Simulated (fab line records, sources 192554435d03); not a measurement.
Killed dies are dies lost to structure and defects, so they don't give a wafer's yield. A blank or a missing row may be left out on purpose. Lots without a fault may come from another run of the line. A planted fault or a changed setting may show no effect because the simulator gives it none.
Chamber matching | flow n5_finfet | N5_BEOL_M9_CURE_71 on uv_cure-03: 3 sister chambers
The step cures SiCOH lowk, time 240 s. 3 wafers are shown with their chamber, then 11 later ones without.

WAFERS WITH THEIR CHAMBER
wafer  | chamber | wafer_temp_C_max
L077.6 | 2       | 386.2
L087.6 | 1       | 385.6
L089.2 | 0       | 386.4

WAFERS WITHOUT THEIR CHAMBER
wafer  | wafer_temp_C_max
L089.4 | 386.8
L089.5 | 386.6
L092.2 | 386.4
L092.3 | 385.9
L092.5 | 386.0
L093.2 | 385.9
L093.5 | 386.0
L093.6 | 385.9
L096.3 | 386.8
L096.5 | 387.7
L096.6 | 386.6

WHICH CHAMBER EACH WENT THROUGH
wafer  | from the rows above          | in truth
L089.4 | can't be placed: 0 or 2 or 1 | 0
L089.5 | can't be placed: 0 or 2 or 1 | 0
L092.2 | can't be placed: 0 or 2 or 1 | 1
L092.3 | can't be placed: 1 or 2 or 0 | 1
L092.5 | can't be placed: 2 or 0 or 1 | 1
L093.2 | can't be placed: 1 or 2 or 0 | 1
L093.5 | can't be placed: 2 or 0 or 1 | 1
L093.6 | can't be placed: 1 or 2 or 0 | 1
L096.3 | can't be placed: 0 or 2 or 1 | 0
L096.5 | can't be placed: 0 or 2 or 1 | 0
L096.6 | can't be placed: 0 or 2 or 1 | 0
Placed correctly: 0 of 11. Can't be placed from these rows: 11 (the true chamber is among the candidates in 11). Placed wrongly: 0.
How it was worked out, from the rows above alone: a wafer's distance from a chamber is the root of the sum, over the readings, of the square of ((its reading less the chamber's mean) divided by the reading's scatter). The wafer belongs to the nearest chamber; if the next one is less than 2 further off, it can't be placed. A chamber's mean is the mean of its shown wafers. The scatter: with one shown wafer a chamber, the root of the mean of the squares of how far each hidden wafer lies from its nearest shown one.
